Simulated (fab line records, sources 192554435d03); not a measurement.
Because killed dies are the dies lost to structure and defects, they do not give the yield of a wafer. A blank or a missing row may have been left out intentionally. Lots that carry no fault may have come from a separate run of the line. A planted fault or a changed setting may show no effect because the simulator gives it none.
Lot-split experiment | flow n5Finfet | 7 lots, 39 wafers read, on a route of 1938 steps

ON THE SPLIT
At N5_DUMMY_GATE_EXPOSE_12 (exposes mask GATE, target cd 25 nm), the setting doseMj was moved away from the recipe's 34 on 15 of the 39 wafers read, by +2.1% to +8.0%. The other wafers ran this setting at the recipe's value.

FROM THE SPLIT TO THE READING: what the file shows between them, 12 steps
- N5_DUMMY_GATE_PEB_13: peb time 60 s
- N5_DUMMY_GATE_DEVELOP_14: develop time 30 s
- N5_DUMMY_GATE_CD_MEAS_15: target cd 25.8 nm
- N5_DUMMY_GATE_STRIP_38: strips in N2/H2
- N5_DUMMY_GATE_STRIP_39: strips in N2/H2
- N5_DUMMY_GATE_TRIM_49: chemistry O2, time 29 s, target cd 14 nm
- N5_DUMMY_GATE_ETCH_31: etches SiO2 in C4F6/O2, target depth 82.5 nm, time 27.5 s (also split here: targetDepthA)
- N5_DUMMY_GATE_STRIP_41: strips in O2
- N5_DUMMY_GATE_HM_OPEN_21: chemistry CH3F/O2, target SiNx, target depth 120 nm, time 171.4 s
- N5_DUMMY_GATE_ETCH_32: etches SiO2 in CF4, target depth 3.5 nm, time 3.9 s
- N5_DUMMY_GATE_ETCH_23: etches poly-Si in HBr/Cl2/O2, target depth 41 nm, time 22.3 s
- N5_DUMMY_GATE_ETCH_44: etches poly-Si in HBr/O2, stops on SiO2, target depth 127.5 nm

THE READING
At N5_DUMMY_GATE_CD_MEAS_24: cdNm in nanometres, against a target cd of 15 nm. A value of 15.0 nm with a standard deviation of 0.43 nm is what fault-free wafers of this fab line usually give.

wafer  | tool, chamber at the split | doseMj as run | against the recipe | cdNm, nm | against lot-mates on the recipe
L079.1 | euvScanner-02, 0           | 34            | recipe             | 15.2     | -
L079.2 | euvScanner-02, 0           | 34            | recipe             | 14.7     | -
L079.3 | euvScanner-02, 0           | 34            | recipe             | 14.7     | -
L079.4 | euvScanner-02, 0           | 36.48         | +7.3%              | 12.8     | -2.1
L079.5 | euvScanner-02, 0           | 36.48         | +7.3%              | 13.5     | -1.4
L079.6 | euvScanner-02, 0           | 36.48         | +7.3%              | 13.9     | -1.0
L085.1 | euvScanner-01, 0           | 36.72         | +8.0%              | 13.4     | -1.4
L085.2 | euvScanner-01, 0           | 34            | recipe             | 14.2     | -
L085.3 | euvScanner-01, 0           | 36.72         | +8.0%              | 14.0     | -0.8
L085.4 | euvScanner-01, 0           | 34            | recipe             | 14.9     | -
L085.5 | euvScanner-01, 0           | 36.72         | +8.0%              | 13.2     | -1.6
L085.6 | euvScanner-01, 0           | 34            | recipe             | 15.4     | -
L086.1 | euvScanner-01, 0           | 34            | recipe             | 14.2     | -
L086.2 | euvScanner-01, 0           | 34            | recipe             | 14.7     | -
L086.3 | euvScanner-01, 0           | 34            | recipe             | 14.8     | -
L086.4 | euvScanner-01, 0           | 34            | recipe             | 15.0     | -
L086.5 | euvScanner-01, 0           | 34            | recipe             | 14.3     | -
L086.6 | euvScanner-01, 0           | 34            | recipe             | 15.0     | -
L087.1 | euvScanner-02, 0           | 34            | recipe             | 15.4     | -
L087.2 | euvScanner-02, 0           | 34            | recipe             | 14.8     | -
L087.3 | euvScanner-02, 0           | 34.76         | +2.2%              | 14.4     | -0.6
L087.4 | euvScanner-02, 0           | 34.76         | +2.2%              | 14.9     | -0.1
L087.5 | euvScanner-02, 0           | 34            | recipe             | 14.7     | -
L087.6 | euvScanner-02, 0           | 34.76         | +2.2%              | 14.3     | -0.7
L088.1 | euvScanner-01, 0           | 34.7          | +2.1%              | 14.3     | -0.9
L088.2 | euvScanner-01, 0           | 34.7          | +2.1%              | 14.4     | -0.8
L088.3 | euvScanner-01, 0           | 34            | recipe             | 14.8     | -
L088.4 | euvScanner-01, 0           | 34            | recipe             | 15.3     | -
L088.5 | euvScanner-01, 0           | 34            | recipe             | 15.4     | -
L088.6 | euvScanner-01, 0           | 34.7          | +2.1%              | 14.5     | -0.7
L092.3 | euvScanner-01, 0           | 34            | recipe             | 15.8     | -
L092.4 | euvScanner-01, 0           | 34            | recipe             | 15.5     | -
L092.6 | euvScanner-01, 0           | 34            | recipe             | 15.4     | -
L097.1 | euvScanner-02, 0           | 34            | recipe             | 15.1     | -
L097.2 | euvScanner-02, 0           | 36.41         | +7.1%              | 12.7     | -2.4
L097.3 | euvScanner-02, 0           | 36.41         | +7.1%              | 13.9     | -1.2
L097.4 | euvScanner-02, 0           | 34            | recipe             | 15.2     | -
L097.5 | euvScanner-02, 0           | 36.41         | +7.1%              | 13.3     | -1.8
L097.6 | euvScanner-02, 0           | 34            | recipe             | 15.0     | -

FIT RESULTS
A straight line over all 39 wafers: cdNm changes by -0.208 nm for each +1% of doseMj; r = -0.85; the points scatter about the line by 0.41 nm.
The same after taking each lot's own level away (the mean of its wafers on the recipe; 39 wafers): -0.201 nm for each +1%; r = -0.86; scatter 0.37 nm.
The reading moves by 1.6 nm for the largest change in doseMj, on that fit.
Measured against the standard deviation above, the lots' own levels, which go from 14.67 to 15.57 nm, span 2.1 times it.
So the lot-to-lot level changes the slope little: the two slopes agree.
Check: for one of the wafers moved furthest among these (+8.0%), held out of the fit, the line's prediction against its lot-mates is -1.67 nm. Against them it came out at -1.43 nm.

ADDITIONAL SPLITS CARRIED BY THESE WAFERS
Note: prior to the reading, these wafers also went through further splits. Each is held against what the fit with the lots' levels taken away leaves over:
other split on the same wafers     | wafers away from the commonest value | r with cdNm (lot level and that fit taken away)
N5_DUMMY_GATE_ETCH_31 targetDepthA | 15                                   | +0.19

THE WHOLE CHAIN: every reading that the file lists as answering this split, in the file's order
step                     | what it does                                                   | reading                                                          | change (the file's fit)               | r (the file's)
N5_DUMMY_GATE_CD_MEAS_15 | target cd 25.8 nm                                              | cdNm                                                             | -0.172 nm for each +1% of the setting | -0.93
N5_DUMMY_GATE_TRIM_49    | chemistry O2, time 29 s, target cd 14 nm                       | DUMMY_GATE.cdNm (the simulator's own value, which no gauge read) | -0.207 nm for each +1% of the setting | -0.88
N5_DUMMY_GATE_ETCH_44    | etches poly-Si in HBr/O2, stops on SiO2, target depth 127.5 nm | DUMMY_GATE.cdNm (the simulator's own value, which no gauge read) | -0.216 nm for each +1% of the setting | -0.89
N5_DUMMY_GATE_CD_MEAS_24 | target cd 15 nm                                                | cdNm                                                             | -0.21 nm for each +1% of the setting  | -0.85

FILE'S OWN FIT
cdNm changes by -0.21 nm for each +1% of doseMj, r = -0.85.
